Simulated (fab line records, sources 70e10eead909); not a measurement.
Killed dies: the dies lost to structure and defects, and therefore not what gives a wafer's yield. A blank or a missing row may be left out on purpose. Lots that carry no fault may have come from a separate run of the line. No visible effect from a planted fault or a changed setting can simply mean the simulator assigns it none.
fab line records ; flow nand-harc ; part 1 of 2: steps 1 to 20 of 28
record: lots: 5; wafers: 15; last-day: 33
route steps=1302 shown A_CONTACT@993
lots that met no fault: taken from a fault-free run of the same line
start-h: start of the lot's first displayed wafer, in hours after the record's first day ; wait-h: hours elapsed since this lot's preceding step ; " unchanged from the row above ; L1.1+2: several wafers, shown together as one row ; - value missing, or start not given ; * or withheld: withheld ; < > ~ a bound
route shown NAME@n: names a module that has steps shown in the file, with the first one's number in the route ; usual: mean and standard deviation over wafers with no fault ; same: alike in all rows ; chamber/n: place in a boat ; sites: the reading at each site ; _std_site: how widely they spread, as a standard deviation ; _edge_site: mean of outer sites minus mean of inner sites ; radius-mm: for every site, how far away it sits from the centre of the wafer ; mask NAME#n: copy n ; behind: the tool/chamber that last shaped the wafer ; hold: reason for holding the lot/hours on hold/outcome of the hold ; device: names the non-switching transistor (n, p or np) ; end of line: the tests these same wafers got at the end of their route ; a step with no rows: only its recipe ; killed: the dies lost at the first sort to structure and to defects; this is not the yield of the wafer ; map: shows each die of a wafer: x if killed, . if not, _ if none is there
set.NAME: the setting as run; set.NAME@STEP: as run at that earlier step ; model.NAME: the simulator's own value behind a step, which no gauge read
a table for each step, a row for each wafer; lots at some steps of the route
services: a tool's chamber out of use, with start hour (start-h, from the record's first day; less than 0 if before it), hours out, and reason
== steps ==
step: NHARC_A_CONTACT_EBR_38
lot.wafer;tool;chamber;start-h;wait-h
L081.2+3+5;litho-track-01;0;-;-
L083.1+5+6;litho-track-06;0;-;-
L086.1+2+3;litho-track-04;0;-;-
L091.2+5+6;litho-track-04;0;-;-
L095.1+3+4;litho-track-01;0;-;-
step: NHARC_A_CONTACT_EXPOSE_39
recipe: na: 1.35; sigma-outer: 0.8; dose-mj: 58.79; mask-id: A_CC_3
lot.wafer;tool;chamber;start-h;wait-h;mask
L081.2+3+5;arfi-scanner-03;0;581.61;-;A_CC_3#0
L083.1+5+6;arfi-scanner-03;0;585.41;-;A_CC_3#0
L086.1+2+3;arfi-scanner-03;0;601.66;-;A_CC_3#0
L091.2+5+6;arfi-scanner-02;0;661.95;-;A_CC_3#0
L095.1+3+4;arfi-scanner-02;0;706.66;-;A_CC_3#0
step: NHARC_A_CONTACT_PEB_40
recipe: peb-temp-c: 100; peb-time-s: 65
usual: heater-power-total-W: 156.6/0.43
lot.wafer;tool;chamber;start-h;wait-h;heater-power-total-W
L081.2;litho-track-06;0;581.67;0.1;157.0
L081.3;litho-track-06;0;581.67;0.1;157.0
L081.5;litho-track-06;0;581.67;0.1;156.9
L083.1;litho-track-01;0;585.47;0.1;156.4
L083.5;litho-track-01;0;585.47;0.1;157.0
L083.6;litho-track-01;0;585.47;0.1;157.0
L086.1;litho-track-01;0;601.72;0.1;156.4
L086.2;litho-track-01;0;601.72;0.1;157.0
L086.3;litho-track-01;0;601.72;0.1;156.3
L091.2;litho-track-04;0;662.01;0.1;156.1
L091.5;litho-track-04;0;662.01;0.1;157.1
L091.6;litho-track-04;0;662.01;0.1;157.1
L095.1;litho-track-01;0;706.72;0.1;156.6
L095.3;litho-track-01;0;706.72;0.1;156.0
L095.4;litho-track-01;0;706.72;0.1;157.1
step: NHARC_A_CONTACT_DEVELOP_41
recipe: develop-time-s: 35; dev-temp-c: 23
lot.wafer;tool;chamber;start-h;wait-h
L081.2+3+5;litho-track-06;0;-;-
L083.1+5+6;litho-track-01;0;-;-
L086.1+2+3;litho-track-01;0;-;-
L091.2+5+6;litho-track-04;0;-;-
L095.1+3+4;litho-track-01;0;-;-
step: NHARC_A_CONTACT_CD_MEAS_42
recipe: target-cd-nm: 300; landing-energy-ev: 500
usual: cd-nm: 299.9/0.53
lot.wafer;tool;chamber;start-h;wait-h;cd-nm
L081.2;cd-sem-01;0;581.75;-;300.7
L081.3;cd-sem-01;0;581.75;-;299.9
L081.5;cd-sem-01;0;581.75;-;300.4
L083.1;cd-sem-03;0;585.55;-;299.0
L083.5;cd-sem-03;0;585.55;-;299.3
L083.6;cd-sem-03;0;585.55;-;298.8
L086.1;cd-sem-03;0;601.80;-;299.5
L086.2;cd-sem-03;0;601.80;-;298.9
L086.3;cd-sem-03;0;601.80;-;299.3
L091.2;cd-sem-03;0;662.09;-;299.3
L091.5;cd-sem-03;0;662.09;-;299.4
L091.6;cd-sem-03;0;662.09;-;300.2
L095.1;cd-sem-02;0;706.80;-;300.1
L095.3;cd-sem-02;0;706.80;-;300.1
L095.4;cd-sem-02;0;706.80;-;300.3
step: NHARC_A_CONTACT_OVL_MEAS_43
usual: overlay-x-nm: 0.2/0.82; overlay-y-nm: 0.0/0.85
lot.wafer;tool;chamber;start-h;wait-h;overlay-x-nm;overlay-y-nm
L081.2;overlay-02;-;581.83;-;-1.0;-1.0
L081.3;overlay-02;-;581.83;-;-1.1;-1.0
L081.5;overlay-02;-;581.83;-;-1.4;-0.6
L083.1;overlay-01;-;585.64;-;1.2;-0.6
L083.5;overlay-01;-;585.64;-;1.4;-1.2
L083.6;overlay-01;-;585.64;-;1.2;-0.5
L086.1;overlay-02;-;601.89;-;-0.4;0.5
L086.2;overlay-02;-;601.89;-;-0.1;-0.4
L086.3;overlay-02;-;601.89;-;-0.2;0.1
L091.2;overlay-01;-;662.18;-;-0.4;1.4
L091.5;overlay-01;-;662.18;-;-0.3;1.2
L091.6;overlay-01;-;662.18;-;-0.3;0.7
L095.1;overlay-01;-;706.89;-;1.5;0.0
L095.3;overlay-01;-;706.89;-;2.0;0.4
L095.4;overlay-01;-;706.89;-;1.0;-0.2
step: NHARC_A_CONTACT_INSPECT_44
usual: raw-defect-count: 77/35
lot.wafer;tool;chamber;start-h;wait-h;raw-defect-count
L081.2;defect-inspect-01;-;581.87;0.0;87
L081.3;defect-inspect-01;-;581.87;0.0;90
L081.5;defect-inspect-01;-;581.87;0.0;87
L083.1;defect-inspect-02;-;585.68;0.0;140
L083.5;defect-inspect-02;-;585.68;0.0;121
L083.6;defect-inspect-02;-;585.68;0.0;101
L086.1;defect-inspect-01;-;601.92;0.0;46
L086.2;defect-inspect-01;-;601.92;0.0;48
L086.3;defect-inspect-01;-;601.92;0.0;39
L091.2;defect-inspect-01;-;662.22;0.0;154
L091.5;defect-inspect-01;-;662.22;0.0;154
L091.6;defect-inspect-01;-;662.22;0.0;140
L095.1;defect-inspect-01;-;706.93;0.0;13
L095.3;defect-inspect-01;-;706.93;0.0;23
L095.4;defect-inspect-01;-;706.93;0.0;14
step: NHARC_A_CONTACT_DESCUM_47
recipe: time-s: 3; o2-flow-sccm: 200; ar-flow-sccm: 0; bias-power-w: 0; chemistry: O2
usual: drypump-motor-current-A: 5.7/0.31; mfc-ar-sccm: 0.004/0.0051; oes-product-au: 0.996/0.011; rf-vpp-V: 57.8/0.86; showerhead-plenum-p-Torr: 1.95/0.093; throttle-valve-pct: 11.311/0.0087
lot.wafer;tool;chamber;start-h;wait-h;drypump-motor-current-A;mfc-ar-sccm;oes-product-au;rf-hours-counter-h;rf-vpp-V;showerhead-plenum-p-Torr;throttle-valve-pct
L081.3;rie-diel-11;1;581.94;0.1;5.7;0.001;0.970;22;57.9;2.07;11.307
L081.2;rie-diel-11;2;581.94;0.1;5.7;0;0.975;22;58.7;1.81;11.309
L081.5;rie-diel-11;0;581.94;0.1;6.0;0.008;0.985;-;58.8;2.06;11.298
L083.1;rie-diel-11;0;585.75;0.1;6.0;0.008;1.004;23;56.7;2.06;11.307
L083.6;rie-diel-11;3;585.75;0.1;5.9;0.007;0.991;-;56.8;1.91;11.319
L083.5;rie-diel-11;0;585.75;0.1;6.0;0.008;0.998;-;58.1;2.06;11.321
L086.3;rie-diel-11;2;601.98;0.1;5.6;0;0.975;26;58.8;1.81;11.307
L086.2;rie-diel-11;3;601.98;0.1;5.9;0.007;0.984;25;57.9;1.91;11.287
L086.1;rie-diel-11;0;601.98;0.1;6.0;0.008;0.992;27;58.8;2.06;11.311
L091.2;rie-diel-11;1;662.30;0.1;5.7;0.001;0.987;7;58.3;2.06;11.302
L091.6;rie-diel-11;3;662.30;0.1;5.9;0.007;1.003;-;58.8;1.91;11.314
L091.5;rie-diel-11;0;662.30;0.1;6.0;0.008;1.000;-;57.1;2.06;11.299
L095.4;rie-diel-11;2;707.00;0.1;5.7;0;0.993;17;57.3;1.80;11.309
L095.1;rie-diel-11;3;707.00;0.1;5.9;0.007;0.997;16;58.6;1.90;11.298
L095.3;rie-diel-11;0;707.00;0.1;6.0;0.008;0.992;15;58.1;2.05;11.303
step: NHARC_A_CONTACT_ETCH_48
recipe: target-depth-a: 390; over-etch-frac: 0.3; time-s: 65; ion-energy-ev: 80; cf4-flow-sccm: 150; ar-flow-sccm: 0; rf-w: 300; bias-w: 100; chemistry: CF4
usual: drypump-motor-current-A: 5.8/0.31; mfc-ar-sccm: 0.004/0.0051; oes-product-au: 0.994/0.011; rf-vpp-V: 151.7/1.4; showerhead-plenum-p-Torr: 1.81/0.081; throttle-valve-pct: 13.285/0.0097
lot.wafer;tool;chamber;start-h;wait-h;drypump-motor-current-A;mfc-ar-sccm;oes-product-au;rf-hours-counter-h;rf-vpp-V;showerhead-plenum-p-Torr;throttle-valve-pct
L081.2;rie-diel-11;3;582.03;0.1;5.9;0.007;0.999;19;151.8;1.77;13.298
L081.3;rie-diel-11;0;582.03;0.1;6.0;0.008;1.005;22;152.9;1.89;13.280
L081.5;rie-diel-11;2;582.03;0.1;5.7;0;0.982;-;149.6;1.68;13.282
L083.1;rie-diel-11;0;585.84;0.1;6.0;0.008;0.982;23;153.9;1.89;13.262
L083.5;rie-diel-11;2;585.84;0.1;5.7;0;0.973;-;151.1;1.68;13.292
L083.6;rie-diel-11;3;585.84;0.1;5.9;0.007;0.984;-;151.0;1.77;13.285
L086.1;rie-diel-11;2;602.07;0.1;5.7;0;0.973;26;150.5;1.68;13.277
L086.3;rie-diel-11;0;602.07;0.1;6.1;0.008;0.991;27;153.6;1.89;13.268
L086.2;rie-diel-11;1;602.07;0.1;5.7;0.001;0.976;26;153.0;1.90;13.290
L091.2;rie-diel-11;3;662.38;0.1;5.9;0.007;1.002;7;150.8;1.76;13.279
L091.5;rie-diel-11;1;662.38;0.1;5.7;0.001;0.983;-;153.6;1.90;13.274
L091.6;rie-diel-11;2;662.38;0.1;5.6;0;1.004;-;149.1;1.68;13.289
L095.3;rie-diel-11;1;707.08;0.1;5.7;0.001;0.985;16;153.1;1.90;13.268
L095.4;rie-diel-11;2;707.08;0.1;5.7;0;1.005;17;149.6;1.68;13.299
L095.1;rie-diel-11;3;707.08;0.1;5.9;0.007;1.009;16;151.2;1.76;13.267
step: NHARC_A_CONTACT_ETCH_49
recipe: target-depth-a: 2600; over-etch-frac: 0.3; time-s: 475.3; ion-energy-ev: 200; n2-flow-sccm: 150; h2-flow-sccm: 150; ar-flow-sccm: 0; rf-w: 400; bias-w: 150; chemistry: N2/H2
usual: drypump-motor-current-A: 5.8/0.31; mfc-ar-sccm: 0.005/0.0053; oes-product-au: 0.995/0.011; rf-vpp-V: 431.8/2.9; showerhead-plenum-p-Torr: 2.09/0.1; throttle-valve-pct: 14.172/0.008
lot.wafer;tool;chamber;start-h;wait-h;drypump-motor-current-A;mfc-ar-sccm;oes-product-au;rf-hours-counter-h;rf-vpp-V;showerhead-plenum-p-Torr;throttle-valve-pct
L081.2;rie-diel-11;3;-;-;5.9;0.007;0.996;19;431.3;2.04;14.168
L081.3;rie-diel-11;1;-;-;5.7;0.001;0.981;22;435.9;2.21;14.197
L081.5;rie-diel-11;3;-;-;5.9;0.007;0.995;-;430.6;2.04;14.163
L083.1;rie-diel-11;1;-;-;5.7;0.001;0.969;22;435.9;2.21;14.167
L083.6;rie-diel-11;0;-;-;6.0;0.008;0.982;-;435.4;2.20;14.166
L083.5;rie-diel-11;1;-;-;5.7;0.001;0.978;-;435.1;2.21;14.170
L086.3;rie-diel-11;2;-;-;5.6;0;0.970;26;428.5;1.93;14.173
L086.2;rie-diel-11;0;-;-;6.1;0.008;0.983;27;435.3;2.20;14.165
L086.1;rie-diel-11;1;-;-;5.7;0.001;0.973;26;435.5;2.21;14.178
L091.2;rie-diel-11;1;-;-;5.7;0.001;0.981;7;434.6;2.20;14.177
L091.6;rie-diel-11;0;-;-;6.0;0.008;0.997;-;433.7;2.19;14.175
L091.5;rie-diel-11;1;-;-;5.7;0.001;0.979;-;436.3;2.21;14.173
L095.4;rie-diel-11;2;-;-;5.7;0;0.992;17;428.0;1.92;14.163
L095.3;rie-diel-11;3;-;-;5.9;0.007;1.007;16;429.0;2.03;14.178
L095.1;rie-diel-11;0;-;-;6.0;0.008;1.000;15;435.0;2.19;14.175
step: NHARC_A_CONTACT_ETCH_50
recipe: target-depth-a: 1210; time-s: 60.5; cf4-flow-sccm: 100; chf3-flow-sccm: 30; ar-flow-sccm: 0; rf-w: 500; bias-w: 200; chemistry: CF4/CHF3
usual: drypump-motor-current-A: 5.8/0.31; mfc-ar-sccm: 0.005/0.0057; oes-product-au: 0.945/0.029; rf-vpp-V: 371.6/2.5; showerhead-plenum-p-Torr: 1.60/0.071; throttle-valve-pct: 16.802/0.0086
lot.wafer;tool;chamber;start-h;wait-h;drypump-motor-current-A;mfc-ar-sccm;oes-product-au;rf-hours-counter-h;rf-vpp-V;showerhead-plenum-p-Torr;throttle-valve-pct
L081.3;rie-diel-11;1;-;-;5.7;0.001;0.944;22;374.2;1.69;16.805
L081.2;rie-diel-11;2;-;-;5.7;0;0.965;22;368.0;1.50;16.802
L081.5;rie-diel-11;3;-;-;5.9;0.007;0.963;-;369.8;1.57;16.797
L083.1;rie-diel-11;3;-;-;5.9;0.007;0.960;21;370.5;1.57;16.806
L083.6;rie-diel-11;3;-;-;5.9;0.007;0.964;-;370.3;1.57;16.802
L083.5;rie-diel-11;0;-;-;6.0;0.008;0.959;-;374.5;1.69;16.794
L086.3;rie-diel-11;0;-;-;6.0;0.008;0.913;27;373.6;1.69;16.809
L086.1;rie-diel-11;1;-;-;5.7;0.001;0.912;26;373.1;1.69;16.798
L086.2;rie-diel-11;2;-;-;5.7;0;0.912;26;368.7;1.49;16.805
L091.2;rie-diel-11;0;-;-;6.0;0.008;0.957;7;374.0;1.68;16.798
L091.6;rie-diel-11;3;-;-;5.9;0.007;0.962;-;370.5;1.57;16.792
L091.5;rie-diel-11;0;-;-;6.0;0.008;0.959;-;372.9;1.68;16.816
L095.3;rie-diel-13;2;707.54;-;6.0;0.017;1.005;0;369.0;1.54;16.817
L095.1;rie-diel-13;0;707.54;-;5.5;0;0.987;0;371.3;1.59;16.791
L095.4;rie-diel-13;1;707.54;-;6.1;0;1.011;0;375.2;1.67;16.809
step: NHARC_A_CONTACT_ETCH_51
recipe: target-depth-a: 70000; over-etch-frac: 0.3; time-s: 1820; ion-energy-ev: 150; o2-flow-sccm: 400; cos-flow-sccm: 20; ar-flow-sccm: 0; rf-w: 500; bias-w: 300; chemistry: O2/COS
usual: cos-flow-sccm: 20.01/0.06; drypump-motor-current-A: 5.8/0.32; mfc-ar-sccm: 0.005/0.0054; oes-product-au: 0.995/0.011; rf-vpp-V: 315.0/2.1; showerhead-plenum-p-Torr: 3.19/0.14; throttle-valve-pct: 28.330/0.0097
lot.wafer;tool;chamber;start-h;wait-h;cos-flow-sccm;drypump-motor-current-A;mfc-ar-sccm;oes-product-au;rf-hours-counter-h;rf-vpp-V;showerhead-plenum-p-Torr;throttle-valve-pct
L081.2;rie-diel-11;3;-;-;20.17;5.9;0.007;0.994;20;314.2;3.12;28.335
L081.3;rie-diel-11;1;-;-;19.89;5.7;0.001;0.980;22;317.7;3.36;28.338
L081.5;rie-diel-11;0;-;-;19.99;6.0;0.008;0.984;-;319.5;3.35;28.340
L083.1;rie-diel-11;1;-;-;19.97;5.7;0.001;0.985;23;318.3;3.36;28.322
L083.6;rie-diel-11;3;-;-;20.06;5.9;0.007;0.991;-;312.6;3.12;28.341
L083.5;rie-diel-11;0;-;-;20.07;6.0;0.008;0.986;-;316.3;3.35;28.331
L086.2;rie-diel-11;3;-;-;20.03;5.9;0.007;0.995;26;314.9;3.12;28.317
L086.1;rie-diel-11;0;-;-;19.98;6.0;0.008;1.005;28;316.4;3.34;28.334
L086.3;rie-diel-11;1;-;-;20.00;5.7;0.001;0.973;27;317.1;3.36;28.332
L091.2;rie-diel-11;1;-;-;19.99;5.7;0.001;0.987;7;317.5;3.35;28.316
L091.5;rie-diel-11;2;-;-;20.02;5.7;0;0.990;-;311.6;2.96;28.327
L091.6;rie-diel-11;3;-;-;19.94;5.9;0.007;1.004;-;315.1;3.11;28.336
L095.4;rie-diel-13;0;-;-;19.92;5.5;0;0.988;0;313.9;3.16;28.320
L095.3;rie-diel-13;1;-;-;20.07;6.1;0;0.999;0;316.0;3.31;28.324
L095.1;rie-diel-13;2;-;-;20.02;6.1;0.017;1.013;0;312.9;3.05;28.364
step: NHARC_A_CONTACT_ETCH_111
recipe: source-w: withheld; pressure-mtorr: 20; bias-v: withheld; time-s: 140; target-depth-a: 7000; ar-flow-sccm: withheld; c4f8-flow-sccm: withheld; o2-flow-sccm: withheld; chemistry: C4F8/O2/Ar
lot.wafer;tool;chamber;start-h;wait-h;rf-hours-counter-h
L081.2;har-cap-etch-01;0;583.75;-;11
L081.3;har-cap-etch-01;0;583.75;-;-
L081.5;har-cap-etch-01;0;583.75;-;-
L083.1;har-cap-etch-02;1;587.60;-;98
L083.5;har-cap-etch-02;0;587.60;-;-
L083.6;har-cap-etch-02;1;587.60;-;-
L086.1;har-cap-etch-03;1;603.80;-;60
L086.2;har-cap-etch-03;0;603.80;-;60
L086.3;har-cap-etch-03;1;603.80;-;-
L091.2;har-cap-etch-03;1;664.11;-;71
L091.5;har-cap-etch-03;1;664.11;-;-
L091.6;har-cap-etch-03;0;664.11;-;-
L095.1;har-cap-etch-02;1;708.84;-;123
L095.3;har-cap-etch-02;1;708.84;-;-
L095.4;har-cap-etch-02;0;708.84;-;-
step: NHARC_A_CONTACT_ETCH_112
recipe: source-w: withheld; pressure-mtorr: 20; bias-v: 3000; time-s: 190; target-depth-a: 18500; ar-flow-sccm: withheld; c4f8-flow-sccm: withheld; o2-flow-sccm: withheld; chemistry: C4F8/O2/Ar
lot.wafer;tool;chamber;start-h;wait-h;rf-hours-counter-h
L081.2;har-cap-etch-01;0;583.95;0.2;11
L081.3;har-cap-etch-01;0;583.95;0.2;-
L081.5;har-cap-etch-01;0;583.95;0.2;-
L083.1;har-cap-etch-02;1;587.79;0.2;98
L083.5;har-cap-etch-02;0;587.79;0.2;-
L083.6;har-cap-etch-02;1;587.79;0.2;-
L086.1;har-cap-etch-03;1;604.00;0.2;60
L086.2;har-cap-etch-03;0;604.00;0.2;60
L086.3;har-cap-etch-03;1;604.00;0.2;-
L091.2;har-cap-etch-03;1;664.31;0.2;71
L091.5;har-cap-etch-03;1;664.31;0.2;-
L091.6;har-cap-etch-03;0;664.31;0.2;-
L095.1;har-cap-etch-02;1;709.04;0.2;123
L095.3;har-cap-etch-02;1;709.04;0.2;-
L095.4;har-cap-etch-02;0;709.04;0.2;-
step: NHARC_A_CONTACT_ETCH_113
recipe: source-w: withheld; pressure-mtorr: 20; bias-v: 3000; time-s: 190; target-depth-a: 18500; ar-flow-sccm: withheld; c4f8-flow-sccm: withheld; o2-flow-sccm: withheld; chemistry: C4F8/O2/Ar
lot.wafer;tool;chamber;start-h;wait-h;rf-hours-counter-h
L081.2;har-cap-etch-01;0;584.12;0.1;12
L081.3;har-cap-etch-01;0;584.12;0.1;-
L081.5;har-cap-etch-01;0;584.12;0.1;-
L083.1;har-cap-etch-02;1;587.96;0.1;98
L083.5;har-cap-etch-02;0;587.96;0.1;-
L083.6;har-cap-etch-02;1;587.96;0.1;-
L086.1;har-cap-etch-03;1;604.17;0.1;60
L086.2;har-cap-etch-03;0;604.17;0.1;60
L086.3;har-cap-etch-03;1;604.17;0.1;-
L091.2;har-cap-etch-03;1;664.48;0.1;71
L091.5;har-cap-etch-03;1;664.48;0.1;-
L091.6;har-cap-etch-03;0;664.48;0.1;-
L095.1;har-cap-etch-02;1;709.21;0.1;123
L095.3;har-cap-etch-02;1;709.21;0.1;-
L095.4;har-cap-etch-02;0;709.21;0.1;-
step: NHARC_A_CONTACT_ETCH_114
recipe: source-w: withheld; pressure-mtorr: 20; bias-v: 3000; time-s: 190; target-depth-a: 18500; ar-flow-sccm: withheld; c4f8-flow-sccm: withheld; o2-flow-sccm: withheld; chemistry: C4F8/O2/Ar
lot.wafer;tool;chamber;start-h;wait-h;rf-hours-counter-h
L081.2;har-cap-etch-01;0;584.29;0.1;12
L081.3;har-cap-etch-01;0;584.29;0.1;-
L081.5;har-cap-etch-01;0;584.29;0.1;-
L083.1;har-cap-etch-02;1;588.14;0.1;98
L083.5;har-cap-etch-02;0;588.14;0.1;-
L083.6;har-cap-etch-02;1;588.14;0.1;-
L086.1;har-cap-etch-03;1;604.34;0.1;60
L086.2;har-cap-etch-03;0;604.34;0.1;60
L086.3;har-cap-etch-03;1;604.34;0.1;-
L091.2;har-cap-etch-03;1;664.65;0.1;71
L091.5;har-cap-etch-03;1;664.65;0.1;-
L091.6;har-cap-etch-03;0;664.65;0.1;-
L095.1;har-cap-etch-02;1;709.38;0.1;123
L095.3;har-cap-etch-02;1;709.38;0.1;-
L095.4;har-cap-etch-02;0;709.38;0.1;-
step: NHARC_A_CONTACT_ETCH_115
recipe: source-w: withheld; pressure-mtorr: 20; bias-v: 3000; time-s: 190; target-depth-a: 18500; ar-flow-sccm: withheld; c4f8-flow-sccm: withheld; o2-flow-sccm: withheld; chemistry: C4F8/O2/Ar
lot.wafer;tool;chamber;start-h;wait-h;rf-hours-counter-h
L081.2;har-cap-etch-01;0;584.46;0.1;12
L081.3;har-cap-etch-01;0;584.46;0.1;-
L081.5;har-cap-etch-01;0;584.46;0.1;-
L083.1;har-cap-etch-02;1;588.31;0.1;98
L083.5;har-cap-etch-02;0;588.31;0.1;-
L083.6;har-cap-etch-02;1;588.31;0.1;-
L086.1;har-cap-etch-03;1;604.51;0.1;60
L086.2;har-cap-etch-03;0;604.51;0.1;60
L086.3;har-cap-etch-03;1;604.51;0.1;-
L091.2;har-cap-etch-03;1;664.82;0.1;71
L091.5;har-cap-etch-03;1;664.82;0.1;-
L091.6;har-cap-etch-03;0;664.82;0.1;-
L095.1;har-cap-etch-02;1;709.56;0.1;123
L095.3;har-cap-etch-02;1;709.56;0.1;-
L095.4;har-cap-etch-02;0;709.56;0.1;-
step: NHARC_A_CONTACT_ETCH_116
recipe: source-w: withheld; pressure-mtorr: 20; bias-v: 3000; time-s: 190; target-depth-a: 18500; ar-flow-sccm: withheld; c4f8-flow-sccm: withheld; o2-flow-sccm: withheld; chemistry: C4F8/O2/Ar
lot.wafer;tool;chamber;start-h;wait-h;rf-hours-counter-h
L081.2;har-cap-etch-01;0;584.63;0.1;12
L081.3;har-cap-etch-01;0;584.63;0.1;-
L081.5;har-cap-etch-01;0;584.63;0.1;-
L083.1;har-cap-etch-02;1;588.48;0.1;99
L083.5;har-cap-etch-02;0;588.48;0.1;-
L083.6;har-cap-etch-02;1;588.48;0.1;-
L086.1;har-cap-etch-03;1;604.69;0.1;60
L086.2;har-cap-etch-03;0;604.69;0.1;60
L086.3;har-cap-etch-03;1;604.69;0.1;-
L091.2;har-cap-etch-03;1;664.99;0.1;72
L091.5;har-cap-etch-03;1;664.99;0.1;-
L091.6;har-cap-etch-03;0;664.99;0.1;-
L095.1;har-cap-etch-02;1;709.73;0.1;124
L095.3;har-cap-etch-02;1;709.73;0.1;-
L095.4;har-cap-etch-02;0;709.73;0.1;-
step: NHARC_A_CONTACT_ETCH_117
recipe: source-w: withheld; pressure-mtorr: 20; bias-v: 3000; time-s: 190; target-depth-a: 18500; ar-flow-sccm: withheld; c4f8-flow-sccm: withheld; o2-flow-sccm: withheld; chemistry: C4F8/O2/Ar
lot.wafer;tool;chamber;start-h;wait-h;rf-hours-counter-h
L081.2;har-cap-etch-01;0;584.80;0.1;12
L081.3;har-cap-etch-01;0;584.80;0.1;-
L081.5;har-cap-etch-01;0;584.80;0.1;-
L083.1;har-cap-etch-02;1;588.65;0.1;99
L083.5;har-cap-etch-02;0;588.65;0.1;-
L083.6;har-cap-etch-02;1;588.65;0.1;-
L086.1;har-cap-etch-03;1;604.86;0.1;60
L086.2;har-cap-etch-03;0;604.86;0.1;60
L086.3;har-cap-etch-03;1;604.86;0.1;-
L091.2;har-cap-etch-03;1;665.16;0.1;72
L091.5;har-cap-etch-03;1;665.16;0.1;-
L091.6;har-cap-etch-03;0;665.16;0.1;-
L095.1;har-cap-etch-02;1;709.90;0.1;124
L095.3;har-cap-etch-02;1;709.90;0.1;-
L095.4;har-cap-etch-02;0;709.90;0.1;-
step: NHARC_A_CONTACT_ETCH_118
recipe: source-w: withheld; pressure-mtorr: 20; bias-v: 3000; time-s: 190; target-depth-a: 18500; ar-flow-sccm: withheld; c4f8-flow-sccm: withheld; o2-flow-sccm: withheld; chemistry: C4F8/O2/Ar
lot.wafer;tool;chamber;start-h;wait-h;rf-hours-counter-h
L081.2;har-cap-etch-01;0;584.97;0.1;12
L081.3;har-cap-etch-01;0;584.97;0.1;-
L081.5;har-cap-etch-01;0;584.97;0.1;-
L083.1;har-cap-etch-02;1;588.82;0.1;99
L083.5;har-cap-etch-02;0;588.82;0.1;-
L083.6;har-cap-etch-02;1;588.82;0.1;-
L086.1;har-cap-etch-03;1;605.03;0.1;61
L086.2;har-cap-etch-03;0;605.03;0.1;61
L086.3;har-cap-etch-03;1;605.03;0.1;-
L091.2;har-cap-etch-03;1;665.33;0.1;72
L091.5;har-cap-etch-03;1;665.33;0.1;-
L091.6;har-cap-etch-03;0;665.33;0.1;-
L095.1;har-cap-etch-02;1;710.07;0.1;124
L095.3;har-cap-etch-02;1;710.07;0.1;-
L095.4;har-cap-etch-02;0;710.07;0.1;-
